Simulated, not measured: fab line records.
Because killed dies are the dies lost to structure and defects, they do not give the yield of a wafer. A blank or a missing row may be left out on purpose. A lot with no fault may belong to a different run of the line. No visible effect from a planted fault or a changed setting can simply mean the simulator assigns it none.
Which of the tools did it? || flow nand harc || 33 wafers from 11 lots sampled at 5 of the route's 1302 steps

WHAT EACH GAUGE READ, for each wafer
NHARC_END_SORT_01.
{"lot": "L679", "measured": "day 28 06:05", "on": "prober-01", "killed at array": "676 676 675"}
{"lot": "L681", "measured": "day 27 21:37", "on": "prober-02", "killed at array": "671 672 674"}
{"lot": "L686", "measured": "day 30 12:35", "on": "prober-01", "killed at array": "33 48 44"}

WHICH TOOL RAN EACH LOT (tool, then ch and the chambers of the sampled wafers, then the start)
{"lot": "L672", "NHARC_A_STAIRCASE_TRIM_187": "rie diel-09 ch 0,3, day 16 05:01", "NHARC_A_STAIRCASE_ETCH_197": "rie diel-09 ch 0,1,3, day 16 10:11", "NHARC_A_STAIRCASE_ETCH_199": "rie diel-09 ch 1,3, no start", "NHARC_A_STAIRCASE_TRIM_202": "rie diel-09 ch 0,2,3, no start"}
{"lot": "L673", "NHARC_A_STAIRCASE_TRIM_187": "rie diel-13 ch 0,2,3, day 16 18:18", "NHARC_A_STAIRCASE_ETCH_197": "rie diel-13 ch 2,3, day 16 19:31", "NHARC_A_STAIRCASE_ETCH_199": "rie diel-13 ch 2,3, no start", "NHARC_A_STAIRCASE_TRIM_202": "rie diel-13 ch 0,3, no start"}
{"lot": "L675", "NHARC_A_STAIRCASE_TRIM_187": "rie diel-13 ch 0,2,3, day 16 23:05", "NHARC_A_STAIRCASE_ETCH_197": "rie diel-13 ch 0,1,3, day 17 03:16", "NHARC_A_STAIRCASE_ETCH_199": "rie diel-13 ch 0,1,3, no start", "NHARC_A_STAIRCASE_TRIM_202": "rie diel-13 ch 0,1,3, no start"}
{"lot": "L679", "NHARC_A_STAIRCASE_TRIM_187": "rie diel-04 ch 1,2,3, day 18 21:44", "NHARC_A_STAIRCASE_ETCH_197": "rie diel-04 ch 1,2,3, day 18 23:49", "NHARC_A_STAIRCASE_ETCH_199": "rie diel-04 ch 2,3, day 28 06:05 or earlier", "NHARC_A_STAIRCASE_TRIM_202": "rie diel-04 ch 0,2, day 28 06:05 or earlier"}
{"lot": "L681", "NHARC_A_STAIRCASE_TRIM_187": "rie diel-09 ch 1,2,3, day 19 03:59", "NHARC_A_STAIRCASE_ETCH_197": "rie diel-13 ch 0,1,3, day 19 05:34", "NHARC_A_STAIRCASE_ETCH_199": "rie diel-13 ch 0,2,3, day 27 21:37 or earlier", "NHARC_A_STAIRCASE_TRIM_202": "rie diel-13 ch 0,1,3, day 27 21:37 or earlier"}
{"lot": "L680", "NHARC_A_STAIRCASE_TRIM_187": "rie diel-04 ch 0,2,3, day 19 09:22", "NHARC_A_STAIRCASE_ETCH_197": "rie diel-13 ch 1,2, day 19 12:02", "NHARC_A_STAIRCASE_ETCH_199": "rie diel-13 ch 0,1, no start", "NHARC_A_STAIRCASE_TRIM_202": "rie diel-13 ch 0,1,2, no start"}
{"lot": "L686", "NHARC_A_STAIRCASE_TRIM_187": "rie diel-04 ch 0,2,3, day 21 18:19", "NHARC_A_STAIRCASE_ETCH_197": "rie diel-13 ch 0,2,3, day 21 22:35", "NHARC_A_STAIRCASE_ETCH_199": "rie diel-13 ch 0,3, day 30 12:35 or earlier", "NHARC_A_STAIRCASE_TRIM_202": "rie diel-13 ch 0,1, day 30 12:35 or earlier"}
{"lot": "L690", "NHARC_A_STAIRCASE_TRIM_187": "rie diel-13 ch 0,1,2, day 23 09:43", "NHARC_A_STAIRCASE_ETCH_197": "rie diel-09 ch 2,3, day 23 11:03", "NHARC_A_STAIRCASE_ETCH_199": "rie diel-09 ch 0,1,2, no start", "NHARC_A_STAIRCASE_TRIM_202": "rie diel-09 ch 0,3, no start"}
{"lot": "L692", "NHARC_A_STAIRCASE_TRIM_187": "rie diel-04 ch 0,1,2, day 24 05:50", "NHARC_A_STAIRCASE_ETCH_197": "rie diel-04 ch 0,1, day 24 07:02", "NHARC_A_STAIRCASE_ETCH_199": "rie diel-04 ch 0,1, no start", "NHARC_A_STAIRCASE_TRIM_202": "rie diel-04 ch 0,1,3, no start"}
{"lot": "L693", "NHARC_A_STAIRCASE_TRIM_187": "rie diel-13 ch 1,2,3, day 24 13:41", "NHARC_A_STAIRCASE_ETCH_197": "rie diel-13 ch 1,2,3, day 24 14:58", "NHARC_A_STAIRCASE_ETCH_199": "rie diel-13 ch 0,3, no start", "NHARC_A_STAIRCASE_TRIM_202": "rie diel-13 ch 1,2, no start"}
{"lot": "L695", "NHARC_A_STAIRCASE_TRIM_187": "rie diel-04 ch 0,3, day 25 16:56", "NHARC_A_STAIRCASE_ETCH_197": "rie diel-04 ch 0,1,2, day 25 18:08", "NHARC_A_STAIRCASE_ETCH_199": "rie diel-04 ch 0,3, no start", "NHARC_A_STAIRCASE_TRIM_202": "rie diel-04 ch 1,2,3, no start"}
- NHARC_A_STAIRCASE_TRIM_187: chemistry O2, time 211.2 s.
- NHARC_A_STAIRCASE_ETCH_197: etches the open film in C4F8/O2, target depth 100 nm, time 40.5 s.
- NHARC_A_STAIRCASE_ETCH_199: etches the open film in C4F8/O2, target depth 100 nm, time 40.5 s.
- NHARC_A_STAIRCASE_TRIM_202: chemistry O2, time 211.2 s.

THE ANSWER, worked out from the rows above alone
Rule: what is usual is taken from the lots themselves. Put in order of their means at a reading, lots are off if they are a third of the lots or fewer, leave a main group of 4 or more, and stand apart from it by a gap of 3 or more times the standard deviation of the main group's means; of several such gaps the widest counts. If all means in a main group match to the digits the tables above print for the reading, that group is not used. Also off: a lot with no number at a reading for which 4 or more lots have one. All remaining lots with rows at the step are treated as sound.
Across all readings shown, no lot is off: no conclusion can be drawn from this.

WHAT THE SIMULATOR PUT IN
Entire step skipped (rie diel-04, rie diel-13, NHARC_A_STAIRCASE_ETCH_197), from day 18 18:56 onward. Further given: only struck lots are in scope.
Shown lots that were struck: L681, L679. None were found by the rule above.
